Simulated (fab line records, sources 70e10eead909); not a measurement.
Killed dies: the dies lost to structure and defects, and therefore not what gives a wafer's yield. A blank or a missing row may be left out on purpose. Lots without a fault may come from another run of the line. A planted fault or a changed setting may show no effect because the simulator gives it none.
fab line records || flow nand_harc
[record] {"lots": 6, "wafers": 18, "last_day": 33}
route steps=1302 shown P_CONTACT@219
lots that met no fault: taken from a fault-free run of the same line
start_h: start of the lot's first displayed wafer, in hours after the record's first day || wait_h: how many hours have passed since the lot's step before this one || " as in the row above || L1.1+2: one row covering several wafers at once || - no value, or no start given || * or withheld: withheld || < > ~ a bound
route shown NAME@n: names a module that has steps shown in the file, with the first one's number in the route || usual: the fault-free wafers' mean and standard deviation || same: alike in all rows || chamber/n: place in a boat || sites: the reading at each site || _std_site: their standard deviation || _edge_site: the outer-site mean with the inner-site mean subtracted || radius_mm: how far each site lies from the wafer's centre || mask NAME#n: copy n || behind: tool/chamber where the wafer was last shaped || hold: what put the lot on hold/how long, in hours/how the hold closed || device: transistor that didn't switch, given as n, p or np || end of line: the route-end tests of the same wafers || a step with no rows: only its recipe || killed: dies that structure and defects cost at the first sort, which is not the same as the wafer's yield || map: the dies of a wafer, with x for killed, . for not killed, _ for no die there
set.NAME: the run value of the setting; set.NAME@STEP: its run value at that earlier step || model.NAME: the simulator's own value behind a step, which no gauge read
lots seen at some steps along the route; tables by step, rows by wafer
services: a tool's chamber out of use, with start hour (start_h, from the record's first day; less than 0 if before it), hours out, and reason
[[steps]]
[step NHARC_P_CONTACT_CMP_01]
[recipe] {"target_thk_nm": 200, "material": "SiO2"}
[usual] {"motor_current_A": "11.8/1.1"}
{"lot.wafer": "L264.4", "tool": "cmp-01", "chamber": 2, "start_h": 164.42, "wait_h": "-", "motor_current_A": 12.5}
{"lot.wafer": "L264.1", "tool": "cmp-01", "chamber": 3, "start_h": 164.42, "wait_h": "-", "motor_current_A": 13.1}
{"lot.wafer": "L264.5", "tool": "cmp-01", "chamber": 2, "start_h": 164.42, "wait_h": "-", "motor_current_A": 12.6}
{"lot.wafer": "L265.3", "tool": "cmp-01", "chamber": 1, "start_h": 176.49, "wait_h": "-", "motor_current_A": 11.3}
{"lot.wafer": "L265.6", "tool": "cmp-01", "chamber": 3, "start_h": 176.49, "wait_h": "-", "motor_current_A": 13.5}
{"lot.wafer": "L265.5", "tool": "cmp-01", "chamber": 0, "start_h": 176.49, "wait_h": "-", "motor_current_A": 11.6}
{"lot.wafer": "L267.2", "tool": "cmp-01", "chamber": 0, "start_h": 201.06, "wait_h": "-", "motor_current_A": 11.1}
{"lot.wafer": "L267.4", "tool": "cmp-01", "chamber": 1, "start_h": 201.06, "wait_h": "-", "motor_current_A": 10.9}
{"lot.wafer": "L267.1", "tool": "cmp-01", "chamber": 2, "start_h": 201.06, "wait_h": "-", "motor_current_A": 12.0}
{"lot.wafer": "L275.2", "tool": "cmp-01", "chamber": 2, "start_h": 277.70, "wait_h": "-", "motor_current_A": 12.2}
{"lot.wafer": "L275.1", "tool": "cmp-01", "chamber": 3, "start_h": 277.70, "wait_h": "-", "motor_current_A": 13.7}
{"lot.wafer": "L275.5", "tool": "cmp-01", "chamber": 2, "start_h": 277.70, "wait_h": "-", "motor_current_A": 12.5}
{"lot.wafer": "L281.4", "tool": "cmp-04", "chamber": 3, "start_h": 354.79, "wait_h": 0.4, "motor_current_A": 13.2}
{"lot.wafer": "L281.1", "tool": "cmp-04", "chamber": 2, "start_h": 354.79, "wait_h": 0.4, "motor_current_A": 11.2}
{"lot.wafer": "L281.6", "tool": "cmp-04", "chamber": 3, "start_h": 354.79, "wait_h": 0.4, "motor_current_A": 12.7}
{"lot.wafer": "L282.1", "tool": "cmp-01", "chamber": 0, "start_h": 356.09, "wait_h": 0.5, "motor_current_A": 10.5}
{"lot.wafer": "L282.2", "tool": "cmp-01", "chamber": 2, "start_h": 356.09, "wait_h": 0.5, "motor_current_A": 11.9}
{"lot.wafer": "L282.6", "tool": "cmp-01", "chamber": 1, "start_h": 356.09, "wait_h": 0.5, "motor_current_A": 11.2}
[step NHARC_P_CONTACT_SRD_03]
[step NHARC_P_CONTACT_DEHYDRATE_04]
[recipe] {"temp_c": 150, "time_s": 120}
[step NHARC_P_CONTACT_HMDS_05]
[recipe] {"time_s": 30}
[step NHARC_P_CONTACT_COAT_33]
[recipe] {"temp_c": 260, "time_s": 75}
[step NHARC_P_CONTACT_COAT_34]
[recipe] {"temp_c": 225, "time_s": 65}
[step NHARC_P_CONTACT_COAT_06]
[recipe] {"spin_rpm": 1500, "resist_thk_nm": 90}
[step NHARC_P_CONTACT_SOFTBAKE_07]
[recipe] {"temp_c": 105, "time_s": 55}
[step NHARC_P_CONTACT_EBR_08]
[step NHARC_P_CONTACT_EXPOSE_09]
[recipe] {"na": 1.35, "target_cd_nm": 90, "dose_mj": 81.26, "mask_id": "P_CA"}
[step NHARC_P_CONTACT_PEB_10]
[recipe] {"peb_temp_c": 100, "peb_time_s": 65}
[step NHARC_P_CONTACT_DEVELOP_11]
[recipe] {"develop_time_s": 35, "dev_temp_c": 23}
[usual] {"chill_plate_temp_C": "22.98/0.1", "develop_time_s": "35/0", "exhaust_pa": "45.2/0.87"}
{"lot.wafer": "L264.1", "tool": "litho_track-06", "chamber": "-", "start_h": 165, "wait_h": "-", "chill_plate_temp_C": "-", "develop_time_s": "-", "exhaust_pa": "-"}
{"lot.wafer": "L264.4", "tool": "litho_track-06", "chamber": "-", "start_h": 165, "wait_h": "-", "chill_plate_temp_C": "-", "develop_time_s": "-", "exhaust_pa": "-"}
{"lot.wafer": "L264.5", "tool": "litho_track-06", "chamber": "-", "start_h": 165, "wait_h": "-", "chill_plate_temp_C": "-", "develop_time_s": "-", "exhaust_pa": "-"}
{"lot.wafer": "L265.3", "tool": "litho_track-04", "chamber": "-", "start_h": 177, "wait_h": "-", "chill_plate_temp_C": "-", "develop_time_s": "-", "exhaust_pa": "-"}
{"lot.wafer": "L265.5", "tool": "litho_track-04", "chamber": "-", "start_h": 177, "wait_h": "-", "chill_plate_temp_C": "-", "develop_time_s": "-", "exhaust_pa": "-"}
{"lot.wafer": "L265.6", "tool": "litho_track-04", "chamber": "-", "start_h": 177, "wait_h": "-", "chill_plate_temp_C": "-", "develop_time_s": "-", "exhaust_pa": "-"}
{"lot.wafer": "L267.1", "tool": "litho_track-06", "chamber": 0, "start_h": 201, "wait_h": "-", "chill_plate_temp_C": 22.88, "develop_time_s": 35, "exhaust_pa": 45.7}
{"lot.wafer": "L267.2", "tool": "litho_track-06", "chamber": 0, "start_h": 201, "wait_h": "-", "chill_plate_temp_C": 22.97, "develop_time_s": 35, "exhaust_pa": 45.7}
{"lot.wafer": "L267.4", "tool": "litho_track-06", "chamber": 0, "start_h": 201, "wait_h": "-", "chill_plate_temp_C": 23.00, "develop_time_s": 35, "exhaust_pa": 45.3}
{"lot.wafer": "L275.1", "tool": "litho_track-04", "chamber": 0, "start_h": 278, "wait_h": "-", "chill_plate_temp_C": 23.13, "develop_time_s": 35, "exhaust_pa": 45.1}
{"lot.wafer": "L275.2", "tool": "litho_track-04", "chamber": 0, "start_h": 278, "wait_h": "-", "chill_plate_temp_C": 23.24, "develop_time_s": 35, "exhaust_pa": 44.5}
{"lot.wafer": "L275.5", "tool": "litho_track-04", "chamber": 0, "start_h": 278, "wait_h": "-", "chill_plate_temp_C": 23.09, "develop_time_s": 35, "exhaust_pa": 44.1}
{"lot.wafer": "L281.1", "tool": "litho_track-04", "chamber": 0, "start_h": 355, "wait_h": "-", "chill_plate_temp_C": 22.92, "develop_time_s": 35, "exhaust_pa": 44.9}
{"lot.wafer": "L281.4", "tool": "litho_track-04", "chamber": 0, "start_h": 355, "wait_h": "-", "chill_plate_temp_C": 23.05, "develop_time_s": 35, "exhaust_pa": 46.1}
{"lot.wafer": "L281.6", "tool": "litho_track-04", "chamber": 0, "start_h": 355, "wait_h": "-", "chill_plate_temp_C": 23.02, "develop_time_s": 35, "exhaust_pa": 45.7}
{"lot.wafer": "L282.1", "tool": "litho_track-01", "chamber": 0, "start_h": 356, "wait_h": "-", "chill_plate_temp_C": 23.11, "develop_time_s": 35, "exhaust_pa": 44.8}
{"lot.wafer": "L282.2", "tool": "litho_track-01", "chamber": 0, "start_h": 356, "wait_h": "-", "chill_plate_temp_C": 22.96, "develop_time_s": 35, "exhaust_pa": 46.1}
{"lot.wafer": "L282.6", "tool": "litho_track-01", "chamber": 0, "start_h": 356, "wait_h": "-", "chill_plate_temp_C": 22.99, "develop_time_s": 35, "exhaust_pa": 46.0}
[step NHARC_P_CONTACT_CD_MEAS_12]
[recipe] {"target_cd_nm": 90, "landing_energy_ev": 500}
[usual] {"cd_nm": "90.2/0.79"}
{"lot.wafer": "L264.1", "tool": "cd_sem-03", "chamber": 0, "start_h": 165.09, "wait_h": "-", "cd_nm": "-"}
{"lot.wafer": "L264.4", "tool": "cd_sem-03", "chamber": 0, "start_h": 165.09, "wait_h": "-", "cd_nm": "-"}
{"lot.wafer": "L264.5", "tool": "cd_sem-03", "chamber": 0, "start_h": 165.09, "wait_h": "-", "cd_nm": "-"}
{"lot.wafer": "L265.3", "tool": "cd_sem-03", "chamber": 0, "start_h": 177.28, "wait_h": "-", "cd_nm": "-"}
{"lot.wafer": "L265.5", "tool": "cd_sem-03", "chamber": 0, "start_h": 177.28, "wait_h": "-", "cd_nm": "-"}
{"lot.wafer": "L265.6", "tool": "cd_sem-03", "chamber": 0, "start_h": 177.28, "wait_h": "-", "cd_nm": "-"}
{"lot.wafer": "L267.1", "tool": "cd_sem-03", "chamber": 0, "start_h": 201.86, "wait_h": "-", "cd_nm": 90.5}
{"lot.wafer": "L267.2", "tool": "cd_sem-03", "chamber": 0, "start_h": 201.86, "wait_h": "-", "cd_nm": 89.3}
{"lot.wafer": "L267.4", "tool": "cd_sem-03", "chamber": 0, "start_h": 201.86, "wait_h": "-", "cd_nm": 89.5}
{"lot.wafer": "L275.1", "tool": "cd_sem-02", "chamber": 0, "start_h": 278.40, "wait_h": "-", "cd_nm": 89.9}
{"lot.wafer": "L275.2", "tool": "cd_sem-02", "chamber": 0, "start_h": 278.40, "wait_h": "-", "cd_nm": 91.0}
{"lot.wafer": "L275.5", "tool": "cd_sem-02", "chamber": 0, "start_h": 278.40, "wait_h": "-", "cd_nm": 90.6}
{"lot.wafer": "L281.1", "tool": "cd_sem-01", "chamber": 0, "start_h": 355.62, "wait_h": "-", "cd_nm": 90.9}
{"lot.wafer": "L281.4", "tool": "cd_sem-01", "chamber": 0, "start_h": 355.62, "wait_h": "-", "cd_nm": 89.9}
{"lot.wafer": "L281.6", "tool": "cd_sem-01", "chamber": 0, "start_h": 355.62, "wait_h": "-", "cd_nm": 90.4}
{"lot.wafer": "L282.1", "tool": "cd_sem-01", "chamber": 0, "start_h": 356.91, "wait_h": "-", "cd_nm": 90.4}
{"lot.wafer": "L282.2", "tool": "cd_sem-01", "chamber": 0, "start_h": 356.91, "wait_h": "-", "cd_nm": 89.5}
{"lot.wafer": "L282.6", "tool": "cd_sem-01", "chamber": 0, "start_h": 356.91, "wait_h": "-", "cd_nm": 89.4}
[[services]]
{"tool": "litho_track-01", "chamber": "-", "start_h": 155.00, "hours": 7.0, "kind": "pm"}
{"tool": "cmp-04", "chamber": "-", "start_h": 159.47, "hours": 5.9, "kind": "repair"}
{"tool": "cmp-04", "chamber": "-", "start_h": 169.69, "hours": 0.5, "kind": "repair"}
{"tool": "litho_track-06", "chamber": "-", "start_h": 179.00, "hours": 7.0, "kind": "pm"}
{"tool": "cmp-01", "chamber": "-", "start_h": 185.50, "hours": 4.0, "kind": "pm"}
{"tool": "cmp-01", "chamber": "-", "start_h": 189.50, "hours": "-", "kind": "consumable_replace:conditioner"}
{"tool": "cmp-01", "chamber": "-", "start_h": 189.50, "hours": "-", "kind": "consumable_replace:pad"}
{"tool": "litho_track-04", "chamber": "-", "start_h": 203.00, "hours": 7.0, "kind": "pm"}
{"tool": "cmp-04", "chamber": "-", "start_h": 209.60, "hours": 4.0, "kind": "pm"}
{"tool": "cmp-04", "chamber": "-", "start_h": 213.60, "hours": "-", "kind": "consumable_replace:conditioner"}
{"tool": "cmp-04", "chamber": "-", "start_h": 213.60, "hours": "-", "kind": "consumable_replace:pad"}
{"tool": "cmp-01", "chamber": "-", "start_h": 259.23, "hours": 0.2, "kind": "repair"}
{"tool": "cmp-01", "chamber": "-", "start_h": 283.50, "hours": 4.0, "kind": "pm"}
{"tool": "cmp-01", "chamber": "-", "start_h": 287.50, "hours": "-", "kind": "consumable_replace:conditioner"}
{"tool": "cmp-01", "chamber": "-", "start_h": 287.50, "hours": "-", "kind": "consumable_replace:pad"}
{"tool": "cmp-04", "chamber": "-", "start_h": 290.81, "hours": 1.7, "kind": "repair"}
{"tool": "cmp-04", "chamber": "-", "start_h": 307.60, "hours": 4.0, "kind": "pm"}
{"tool": "cmp-04", "chamber": "-", "start_h": 311.60, "hours": "-", "kind": "consumable_replace:conditioner"}
{"tool": "cmp-04", "chamber": "-", "start_h": 311.60, "hours": "-", "kind": "consumable_replace:pad"}
{"tool": "litho_track-01", "chamber": "-", "start_h": 330.00, "hours": 7.0, "kind": "pm"}
{"tool": "cmp-01", "chamber": "-", "start_h": 337.22, "hours": 3.2, "kind": "repair"}
{"tool": "litho_track-06", "chamber": "-", "start_h": 354.00, "hours": 7.0, "kind": "pm"}
{"tool": "cmp-04", "chamber": "-", "start_h": 355.32, "hours": 3.1, "kind": "repair"}
[[key]]
[first_sign] {"step": "NHARC_P_CONTACT_DEVELOP_11", "reading": "tool_record", "direction": "missing"}
effect none on later readings
met_at NHARC_P_CONTACT_DEVELOP_11
struck_wafers L264.1,L264.4,L264.5,L265.3,L265.5,L265.6
later_rows_left_out L264.1,L264.4,L264.5,L265.3,L265.5,L265.6
sort_left_out L264.1,L264.4,L264.5,L265.3,L265.5,L265.6
tester_left_out L264,L265
[fault] {"kind": "skipped_step_whole", "tool": "litho_track-04,litho_track-06", "chamber": "-", "onset_h": 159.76, "steps": "NHARC_P_CONTACT_DEVELOP_11", "scope": "struck_lots_only"}
// tester_left_out: of these lots the tester's yield and bins aren't shown, on N5 and GAA mostly nor the transistor test; their killed dies are dies lost to structure and defects alone, not to doping, threshold or leakage, so they don't give the yield
// sort_left_out: the simulated sort isn't trusted on such a fault, so these wafers' sort isn't shown, and their yield isn't known
// later_rows_left_out: the simulator's readings of these wafers behind a module that went badly wrong aren't trusted and aren't shown, but for the sort
